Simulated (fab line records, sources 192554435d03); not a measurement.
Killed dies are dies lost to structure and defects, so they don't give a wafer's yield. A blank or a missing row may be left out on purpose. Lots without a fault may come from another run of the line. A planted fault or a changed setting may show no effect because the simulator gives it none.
fab line records | flow n5_finfet
record lots=5 wafers=15 last_day=17
route steps=1938 shown BEOL_M3@960 BEOL_M4@1111 PASSIVATION@1936
lots that met no fault: from a run of the same line without faults
start_h: hours from the record's first day to the start of the lot's first wafer shown | wait_h: hours since the lot's step before | " the same as in the row above | L1.1+2: a row that stands for several wafers | - no value, or no start given | * or withheld: withheld | < > ~ a bound
route shown NAME@n: a module of which the file shows steps, and the number in the route of the first | usual: mean/standard deviation of fault-free wafers | same: alike in all rows | chamber/n: place in a boat | sites: the reading at each site | _std_site: their standard deviation | _edge_site: outer sites' mean less inner sites' | radius_mm: how far each site lies from the wafer's centre | mask NAME#n: copy n | behind: the tool/chamber that last shaped the wafer | hold: why the lot was held/for how many hours/how that ended | device: the transistor (n, p or np) that didn't switch | end of line: the same wafers' tests at the end of the route | a step without rows: its recipe alone | killed: dies lost to structure and defects at the first sort, not the wafer's yield | map: a wafer's dies, x killed, . not, _ none there
set.NAME: the setting as run; set.NAME@STEP: as run at that earlier step | model.NAME: the simulator's own value behind a step, which no gauge read
lots at some steps of the route; a table a step, a row a wafer
services: from which hour (start_h, from the record's first day; less than 0 if before it) a tool's chamber was out of use, for how many hours, and why
## steps
# step N5_BEOL_M3_COAT_22
# recipe resist=CAR-EUV spin_rpm=1500 resist_thk_nm=30
# step N5_BEOL_M3_EBR_24
# recipe solvent=PGMEA ebr_width_mm=1.5
# step N5_BEOL_M3_SOFTBAKE_23
# recipe temp_c=110 time_s=60 resist=CAR-EUV
# step N5_BEOL_M3_EXPOSE_25
# recipe mask_id=V2 na=0.33 source_shape=quasar sigma_inner=0.2 sigma_outer=0.8 polarization=unpolarized defocus_nm=5 dose_mj=63
# step N5_BEOL_M3_PEB_26
# recipe peb_temp_c=100 peb_time_s=60 resist=CAR-EUV
# step N5_BEOL_M3_DEVELOP_27
# recipe develop_time_s=30 developer=TMAH resist=CAR-EUV rinse_liquid=surfactant_rinse dry=air_spin dev_temp_c=23
# step N5_BEOL_M3_CD_MEAS_28
# recipe target_cd_nm=25.7 landing_energy_ev=500 detector=se_inlens target_cd_y_nm=23.3 polarity=opening
# usual cd_nm=25.69/0.25
# same landing_energy_ev=500
# columns lot.wafer tool chamber start_h wait_h cd_nm
L629.2 cd_sem-03 0 145.42 - 25.96
L629.3 " 0 " " 25.58
L629.4 " 0 " " 25.64
L633.2 cd_sem-03 0 170.56 - 25.59
L633.4 " 0 " " 25.53
L633.6 " 0 " " 25.37
L636.2 cd_sem-01 0 189.60 - 25.30
L636.4 " 0 " " 25.85
L636.5 " 0 " " 25.76
L637.2 cd_sem-01 0 214.54 - 25.79
L637.3 " 0 " " 25.92
L637.6 " 0 " " 25.91
L650.2 cd_sem-02 0 288.38 - 25.51
L650.3 " 0 " " 25.63
L650.5 " 0 " " 25.62
# step N5_BEOL_M3_OVL_MEAS_29
# recipe points_per_wafer=522
# usual V2_OVL=-0.2/0.75
# columns lot.wafer tool chamber start_h wait_h V2_OVL[nm]
L629.2 overlay-02 0 145.45 0.0 -1.0
L629.3 " 0 " " -0.9
L629.4 " 0 " " -0.7
L633.2 overlay-02 0 170.59 0.0 -0.8
L633.4 " 0 " " 0.6
L633.6 " 0 " " 0.0
L636.2 overlay-02 0 189.63 0.0 -1.5
L636.4 " 0 " " -1.4
L636.5 " 0 " " -1.8
L637.2 overlay-01 0 214.58 0.0 0.8
L637.3 " 0 " " -0.1
L637.6 " 0 " " 0.6
L650.2 overlay-01 0 288.41 0.0 0.2
L650.3 " 0 " " 0.9
L650.5 " 0 " " 0.0
# step N5_BEOL_M3_INSPECT_30
# recipe mode=adi inspect_instrument=brightfield
# usual raw_defect_count=415/97
# columns lot.wafer tool chamber start_h wait_h raw_defect_count
L629.2 defect_inspect-01 - 145.51 0.0 311
L629.3 " - " " 291
L629.4 " - " " 368
L633.2 defect_inspect-02 - 170.65 0.0 434
L633.4 " - " " 299
L633.6 " - " " 328
L636.2 defect_inspect-02 - 189.69 0.0 282
L636.4 " - " " 341
L636.5 " - " " 360
L637.2 defect_inspect-02 - 214.63 0.0 351
L637.3 " - " " 373
L637.6 " - " " 471
L650.2 defect_inspect-02 - 288.47 0.0 424
L650.3 " - " " 357
L650.5 " - " " 265
# step N5_BEOL_M3_DESCUM_33
# recipe chemistry=O2 time_s=7 source_power_w=50 bias_power_w=20 pressure_mtorr=20 rf_frequency_hz=2.712e+07 temp_c=40 resist=CAR-EUV o2_flow_sccm=225
# usual drypump_motor_current_A=5.5/0.36 oes_product_au=0.79/0.086 rf_vpp_V=243.4/1.3 showerhead_plenum_p_Torr=2.11/0.07 throttle_valve_pct=20.51/0.22
# same time_s=7
# columns lot.wafer tool chamber start_h wait_h drypump_motor_current_A oes_product_au rf_hours_counter_h rf_vpp_V showerhead_plenum_p_Torr throttle_valve_pct
L629.2 rie_diel-02 3 145.57 0.1 5.7 0.90 30 245.0 2.24 20.75
L629.3 " 2 " " 5.8 0.98 3 243.4 2.06 20.12
L629.4 " 1 " " 5.9 0.73 191 242.4 2.11 20.75
L633.2 rie_diel-02 0 170.82 0.2 4.8 0.68 231 243.3 2.08 20.83
L633.4 " 1 " " 5.9 0.73 199 243.3 2.11 20.76
L633.6 " 3 " " 5.7 0.90 - 246.5 2.24 20.77
L636.2 rie_diel-04 0 189.72 0.0 5.6 0.84 56 243.3 2.07 20.54
L636.4 " 3 " " 5.4 0.72 200 244.8 2.19 20.60
L636.5 " 0 " " 5.6 0.85 - 243.6 2.07 20.52
L637.2 rie_diel-06 2 214.67 0.0 6.1 0.76 139 244.3 2.10 20.46
L637.3 " 0 " " 5.6 0.74 167 243.8 2.17 20.47
L637.6 " 3 " " 5.2 0.87 - 244.0 2.20 20.06
L650.2 rie_diel-04 3 288.52 0.1 5.4 0.70 230 244.2 2.18 20.67
L650.3 " 2 " " 5.7 0.69 197 242.3 2.00 20.49
L650.5 " 3 " " 5.4 0.69 - 244.4 2.18 20.67
# step N5_BEOL_M3_ETCH_77
# recipe chemistry=N2/H2 target=underlayer target_depth_a=65 mask_material=CAR-EUV time_s=5.2 ion_energy_ev=200 pressure_mtorr=30 source_w=840 bias_w=150 n2_flow_sccm=200 h2_flow_sccm=200 ends=cleared
# usual drypump_motor_current_A=5.5/0.37 etch_rf_on_time_s=5.21/0.16 oes_product_au=0.67/0.075 rf_vpp_V=524.1/2.8 showerhead_plenum_p_Torr=2.56/0.097 throttle_valve_pct=17.93/0.22
# columns lot.wafer tool chamber start_h wait_h drypump_motor_current_A etch_rf_on_time_s oes_product_au rf_hours_counter_h rf_vpp_V showerhead_plenum_p_Torr throttle_valve_pct
L629.2 rie_diel-02 3 145.60 0.0 5.7 5.10 0.77 30 529.7 2.71 18.24
L629.3 " 2 " " 5.8 5.01 0.85 3 521.6 2.48 17.39
L629.4 " 1 " " 6.0 5.22 0.61 191 521.8 2.50 17.90
L633.2 rie_diel-02 0 170.86 0.0 4.8 5.34 0.59 231 525.5 2.52 18.37
L633.4 " 1 " " 6.0 5.24 0.59 199 522.3 2.50 17.92
L633.6 " 3 " " 5.7 5.09 0.77 - 526.6 2.71 18.23
L636.2 rie_diel-04 0 189.76 0.0 5.7 5.28 0.73 56 520.1 2.48 17.80
L636.4 " 3 " " 5.4 5.28 0.61 200 526.7 2.64 17.99
L636.5 " 0 " " 5.6 5.29 0.72 - 520.2 2.48 17.79
L637.2 rie_diel-06 2 214.70 0.0 6.1 5.16 0.65 139 523.0 2.55 17.93
L637.3 " 0 " " 5.6 5.10 0.63 167 527.4 2.66 18.09
L637.6 " 3 " " 5.2 5.22 0.73 - 527.9 2.72 17.72
L650.2 rie_diel-04 3 288.56 0.0 5.4 5.12 0.60 230 526.9 2.62 18.00
L650.3 " 2 " " 5.7 5.36 0.60 197 521.2 2.41 17.77
L650.5 " 3 " " 5.4 5.19 0.59 - 526.8 2.62 18.02
# step N5_BEOL_M3_ETCH_69
# recipe chemistry=CF4 target=SiARC target_depth_a=156 mask_material=CAR-EUV time_s=26 ion_energy_ev=80 pressure_mtorr=40 source_w=545 bias_w=36 Ar_flow_sccm=100 cf4_flow_sccm=100 ends=cleared
# usual drypump_motor_current_A=5.5/0.36 etch_rf_on_time_s=26.1/0.87 mfc_ar_sccm=100.0/0.31 oes_product_au=0.67/0.074 rf_vpp_V=184.1/1.2 showerhead_plenum_p_Torr=2.15/0.067 throttle_valve_pct=15.65/0.21
# columns lot.wafer tool chamber start_h wait_h drypump_motor_current_A etch_rf_on_time_s mfc_ar_sccm oes_product_au rf_hours_counter_h rf_vpp_V showerhead_plenum_p_Torr throttle_valve_pct
L629.2 rie_diel-02 3 145.62 0.0 5.7 25.6 100.3 0.78 30 185.7 2.26 15.71
L629.3 " 2 " " 5.8 25.0 100.0 0.85 3 181.7 2.11 15.15
L629.4 " 1 " " 6.0 26.4 100.3 0.61 191 184.5 2.13 15.80
L633.2 rie_diel-02 0 170.87 0.0 4.8 26.3 99.7 0.59 231 182.9 2.14 16.00
L633.4 " 1 " " 5.9 26.0 100.3 0.61 199 184.6 2.13 15.81
L633.6 " 3 " " 5.7 25.1 100.4 0.77 - 187.4 2.26 15.73
L636.2 rie_diel-04 0 189.77 0.0 5.6 26.7 99.3 0.73 56 182.8 2.11 15.52
L636.4 " 3 " " 5.4 25.6 100.0 0.61 200 185.5 2.22 15.78
L636.5 " 0 " " 5.6 26.8 99.8 0.72 - 184.1 2.11 15.52
L637.2 rie_diel-06 2 214.72 0.0 6.1 25.9 100.5 0.66 139 184.6 2.14 15.64
L637.3 " 0 " " 5.6 25.5 100.1 0.64 167 184.3 2.22 15.66
L637.6 " 3 " " 5.2 26.5 100.2 0.73 - 184.1 2.26 15.31
L650.2 rie_diel-04 3 288.57 0.0 5.4 25.6 100.0 0.60 230 183.8 2.21 15.85
L650.3 " 2 " " 5.7 26.5 100.1 0.60 197 183.0 2.04 15.69
L650.5 " 3 " " 5.4 25.7 99.7 0.60 - 185.0 2.21 15.86
# step N5_BEOL_M3_ALD_98
# recipe material=SiO2 target_thk_a=25 temp_c=100 ald_precursor_family=BDEAS ald_co_reactant=O2-plasma pulse_time_s=1 co_reactant_pulse_time_s=1 purge_time_s=2 co_reactant_purge_time_s=2 ald_cycles=17 pressure_torr=2
# usual heater_power_outer_w=42/3.7 heater_power_w=79/7.7 precursor_pulse_height_rel=1.001/0.018 susceptor_temp_C=100.00/0.12
# columns lot.wafer tool chamber start_h wait_h heater_power_outer_w heater_power_w precursor_pulse_height_rel susceptor_temp_C
L629.2 ald_sin-02 0 145.75 0.1 39 75 0.976 99.93
L629.3 " 1 " " 44 90 1.015 99.87
L629.4 " 0 " " 39 75 1.006 100.07
L633.2 ald_sin-01 2 170.96 0.1 39 77 0.979 100.06
L633.4 " 1 " " 44 82 1.035 100.00
L633.6 " 2 " " 41 77 0.977 100.14
L636.2 ald_sin-01 3 190.16 0.4 42 77 0.970 99.94
L636.4 " 1 " " 44 85 0.967 99.95
L636.5 " 0 " " 47 85 1.014 100.02
L637.2 ald_sin-02 3 214.83 0.1 37 69 0.977 100.16
L637.3 " 0 " " 40 76 1.036 100.03
L637.6 " 1 " " 46 90 0.991 100.28
L650.2 ald_sin-01 3 288.85 0.2 36 66 1.016 92.84
L650.3 " 1 " " 44 83 1.034 100.10
L650.5 " 1 " " 45 83 1.010 99.91
# step N5_BEOL_M3_ETCHBACK_99
# recipe chemistry=CHF3 target=SiO2 target_depth_a=50 time_s=10.4 source_w=215 bias_w=47 Ar_flow_sccm=200 CHF3_flow_sccm=12 ion_energy_ev=100 pressure_mtorr=30
# usual drypump_motor_current_A=5.5/0.36 mfc_ar_sccm=200.0/0.6 oes_product_au=0.79/0.084 rf_vpp_V=245/7.5 showerhead_plenum_p_Torr=2.16/0.073 throttle_valve_pct=17.08/0.19
# same time_s=10.4
# columns lot.wafer tool chamber start_h wait_h drypump_motor_current_A mfc_ar_sccm oes_product_au rf_hours_counter_h rf_vpp_V showerhead_plenum_p_Torr throttle_valve_pct
L629.2 rie_diel-06 3 145.86 0.1 5.2 201.1 0.87 34 256 2.29 16.81
L629.3 " 1 " " 5.4 200.0 0.87 54 244 2.11 17.25
L629.4 " 0 " " 5.6 200.2 0.76 145 238 2.26 17.17
L633.2 rie_diel-06 1 174.49 3.5 5.4 199.6 0.87 60 245 2.11 17.30
L633.4 " 3 " " 5.2 199.3 0.87 43 256 2.28 16.81
L633.6 " 1 " " 5.4 199.6 0.88 - 244 2.11 17.28
L636.2 rie_diel-04 2 202.65 12.5 5.7 199.3 0.72 171 236 2.05 17.04
L636.4 " 3 " " 5.4 199.9 0.71 203 238 2.23 17.23
L636.5 " 2 " " 5.7 199.5 0.71 - 237 2.05 17.02
L637.2 rie_diel-04 2 215.89 1.0 5.7 199.5 0.71 175 237 2.05 17.04
L637.3 " 0 " " 5.6 199.5 0.84 64 250 2.11 17.00
L637.6 " 2 " " 5.7 199.3 0.71 - 237 2.05 17.02
L650.2 rie_diel-02 1 289.56 0.7 6.0 200.9 0.69 236 258 2.11 17.24
L650.3 " 0 " " 4.7 199.7 0.97 11 244 2.15 17.12
L650.5 " 1 " " 6.0 199.3 0.69 - 257 2.11 17.22
# step N5_BEOL_M4_RC_MEAS_101
# usual DIBL_N=37.5/2.5 DIBL_P=38/3.1 IOFF_N=0.19/0.059 IOFF_P=0.24/0.061 ION_N=679/16 ION_P=465/9.8 SS_N=72.0/0.8 SS_P=73.7/0.86 VT_N=248/4.5 VT_P=-249/3.5
# columns lot.wafer tool chamber start_h wait_h DIBL_N[mV/V] DIBL_P[mV/V] IOFF_N[nA/um] IOFF_P[nA/um] ION_N[uA/um] ION_P[uA/um] SS_N[mV/dec] SS_P[mV/dec] VT_N[mV] VT_P[mV]
L629.2 prober-02 0 163.50 0.2 38.2 37 0.18 0.21 675 457 72.1 73.4 252 -251
L629.3 " 0 " " 37.0 37 0.16 0.23 676 469 71.6 73.1 249 -249
L629.4 " 0 " " 41.6 42 0.28 0.30 683 459 73.3 74.7 246 -245
L633.2 prober-02 0 188.73 0.2 38.9 40 0.23 0.30 696 482 72.1 75.0 243 -243
L633.4 " 0 " " 41.6 43 0.28 0.39 689 470 72.6 75.5 242 -244
L633.6 " 0 " " 37.1 36 0.17 0.23 676 466 71.8 73.8 247 -248
L636.2 prober-02 0 221.82 0.2 36.5 38 0.18 0.23 688 464 71.6 73.3 248 -251
L636.4 " 0 " " 32.1 32 0.10 0.15 636 444 70.5 72.4 257 -254
L636.5 " 0 " " 35.6 36 0.17 0.20 677 459 72.0 73.3 245 -253
L637.2 prober-01 0 237.33 0.3 40.9 42 0.24 0.29 709 475 72.3 74.6 245 -246
L637.3 " 0 " " 38.2 40 0.16 0.25 674 468 71.6 74.8 251 -248
L637.6 " 0 " " 38.0 39 0.17 0.25 687 469 71.9 73.7 250 -245
L650.2 prober-01 0 310.58 0.2 43.1 44 0.36 0.33 707 474 73.5 74.9 239 -246
L650.3 " 0 " " 38.4 39 0.19 0.22 678 460 71.5 74.5 250 -252
L650.5 " 0 " " 38.9 38 0.22 0.23 681 459 72.7 74.1 247 -251
# step N5_PASSIVATION_PROBE_49
# usual defect_limited_yield=91.0/1.4 killed_at_M0_to_M3=35/10 killed_at_M4_up=14/5.5 killed_at_contacts=13/5.6 killed_at_front_end=41/11 killed_at_other=4/3.4 killed_dies=106/16 killed_open=68/12 killed_short=35/7.3 sort_bin_4_leakage=0.3/2.1 sort_bin_5_function=5.3/0.89 sort_bin_6_memory=3.4/0.67 sort_bin_8_speed=0.01/0.11 sort_n_pass=1070/28 sort_yield_pct=90.7/2.4
# same gross_dies=1180 killed_at_back_side=0
# columns lot.wafer tool chamber start_h wait_h defect_limited_yield[%] killed_at_M0_to_M3 killed_at_M4_up killed_at_contacts killed_at_front_end killed_at_other killed_dies killed_open killed_short sort_bin_4_leakage[%] sort_bin_5_function[%] sort_bin_6_memory[%] sort_bin_8_speed[%] sort_n_pass sort_yield_pct[%]
L633.2 prober-02 - 304.68 0.1 91.9 32 14 16 31 3 96 56 34 0 4.9 2.7 0 1084 91.9
L633.4 prober-02 - 304.78 0.2 92.2 34 4 12 34 8 92 65 26 0.2 4.7 3.1 0 1086 92.0
L633.6 prober-02 - 304.88 0.3 89.3 47 12 21 44 2 126 80 41 0 6.4 3.6 0 1054 89.3
L637.2 prober-02 - 350.57 0.1 92.5 34 11 12 32 0 89 57 32 0 4.8 2.2 0 1091 92.5
L637.3 prober-02 - 350.62 0.1 89.3 42 15 4 60 5 126 78 46 0 6.0 3.7 0 1054 89.3
L637.6 prober-02 - 350.77 0.3 88.6 58 24 11 33 9 135 90 41 0 6.4 4.7 0 1045 88.6
L650.2 prober-01 - 415.51 0.1 93.1 22 10 8 38 4 82 60 18 6.2 3.3 3.2 0 1025 86.9
L650.3 prober-01 - 415.56 0.1 90.3 41 14 11 46 2 114 76 35 0 5.8 3.4 0 1066 90.3
L650.5 prober-01 - 415.66 0.2 90.9 30 12 12 49 4 107 64 42 0 5.9 2.9 0 1073 90.9
# killed by level:class
L633.2 MOL_CONTACT_COAG:geometric_particle:open=11 BEOL_M2:geometric_particle:open=7 BEOL_M4:geometric_particle:open=6 BEOL_M1:geometric_particle:open=6 MOL_CONTACT_COAG:geometric_particle:short=5 FIN_SAQP:geometric_particle:open=4 GATE_CUT:geometric_particle:short=4 STARTING-WAFER:geometric_particle:short=4
L633.4 MOL_CONTACT_COAG:geometric_particle:open=10 FIN_SAQP:geometric_particle:open=8 BEOL_M0_SAQP:geometric_particle:open=8 BEOL_M1:geometric_particle:open=8 BEOL_M2:geometric_particle:open=6 STI_FIN_REVEAL:geometric_particle:open=5 GATE_CUT:geometric_particle:short=4 BEOL_M0_SAQP:geometric_particle:short=4
L633.6 MOL_CONTACT_COAG:geometric_particle:open=18 BEOL_M2:geometric_particle:open=15 FIN_SAQP:geometric_particle:open=11 FIN_SAQP:geometric_particle:short=9 BEOL_M1:geometric_particle:open=9 STI_FIN_REVEAL:geometric_particle:open=6 STARTING-WAFER:geometric_particle:short=6 BEOL_M0_SAQP:geometric_particle:short=5
L637.2 BEOL_M1:geometric_particle:open=10 BEOL_M0_SAQP:geometric_particle:short=10 MOL_CONTACT_COAG:geometric_particle:open=9 FIN_SAQP:geometric_particle:short=8 FIN_SAQP:geometric_particle:open=7 STI_FIN_REVEAL:geometric_particle:open=6 BEOL_M0_SAQP:geometric_particle:open=6 BEOL_M2:geometric_particle:open=5
L637.3 STI_FIN_REVEAL:geometric_particle:open=13 BEOL_M1:geometric_particle:open=12 FIN_SAQP:geometric_particle:open=11 FIN_SAQP:geometric_particle:short=11 BEOL_M0_SAQP:geometric_particle:short=10 DUMMY_GATE:geometric_particle:open=6 BEOL_M0_SAQP:geometric_particle:open=6 BEOL_M2:geometric_particle:open=6
L637.6 BEOL_M1:geometric_particle:open=21 MOL_CONTACT_COAG:geometric_particle:open=10 BEOL_M0_SAQP:geometric_particle:open=10 BEOL_M0_SAQP:geometric_particle:short=9 FIN_SAQP:geometric_particle:short=8 BEOL_M1:geometric_particle:short=8 BEOL_M5:geometric_particle:open=7 BEOL_M4:geometric_particle:open=6
L650.2 STARTING-WAFER:geometric_particle:open=8 STI_FIN_REVEAL:geometric_particle:open=7 MOL_CONTACT_COAG:geometric_particle:open=7 BEOL_M0_SAQP:geometric_particle:open=6 BEOL_M3:geometric_particle:open=5 BEOL_M4:geometric_particle:open=5 FIN_SAQP:geometric_particle:short=4 GATE_CUT:geometric_particle:short=4
L650.3 FIN_SAQP:geometric_particle:open=14 MOL_CONTACT_COAG:geometric_particle:open=10 BEOL_M3:geometric_particle:open=10 STI_FIN_REVEAL:geometric_particle:open=9 BEOL_M1:geometric_particle:open=7 FIN_SAQP:geometric_particle:short=6 BEOL_M0_SAQP:geometric_particle:short=6 BEOL_M0_SAQP:geometric_particle:open=6
L650.5 FIN_SAQP:geometric_particle:open=13 MOL_CONTACT_COAG:geometric_particle:open=9 GATE_CUT:geometric_particle:short=8 FIN_SAQP:geometric_particle:short=7 BEOL_M3:geometric_particle:open=7 BEOL_M1:geometric_particle:short=5 BEOL_M1:geometric_particle:open=5 BEOL_M2:geometric_particle:open=5
## services
# columns tool chamber start_h hours kind
ald_sin-02 2 140.54 34.7 repair
ald_sin-01 3 170.45 13.0 repair
rie_diel-06 3 176.37 19.3 repair
ald_sin-02 - 187.18 6.0 pm
ald_sin-01 2 205.75 6.1 repair
ald_sin-01 1 221.23 11.0 repair
rie_diel-04 0 222.79 11.3 repair
rie_diel-04 2 228.08 2.4 repair
ald_sin-02 - 234.64 0.5 repair
rie_diel-02 0 234.65 - clean
rie_diel-02 0 234.65 - consumable_replace:focus_ring
rie_diel-02 0 234.65 19.3 scheduled_down
rie_diel-02 0 234.65 19.3 vent_cycle
rie_diel-04 1 249.86 - clean
rie_diel-04 1 249.86 - consumable_replace:focus_ring
rie_diel-04 1 249.86 12.2 scheduled_down
rie_diel-04 1 249.86 12.2 vent_cycle
ald_sin-02 - 269.41 14.0 pm
ald_sin-02 0 269.41 14.0 vent_cycle
ald_sin-02 1 269.41 14.0 vent_cycle
ald_sin-02 2 269.41 14.0 vent_cycle
ald_sin-02 3 269.41 14.0 vent_cycle
ald_sin-02 0 283.41 - clean
ald_sin-01 0 285.58 6.3 repair
## key
first_sign step=N5_BEOL_M3_ALD_98 reading=susceptor_temp_C direction=down sigmas=58 usual=* struck=*
effect none on later readings
met_at N5_BEOL_M3_ALD_98
struck_wafers L650.2
onset_between 190.16 288.85
fault kind=process_parameter_drift tool=ald_sin-01 chamber=3 onset_h=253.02 steps=N5_BEOL_M3_ALD_98 channel=temp_c offset=* shape=step end_h=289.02 acts_in=* stated=*
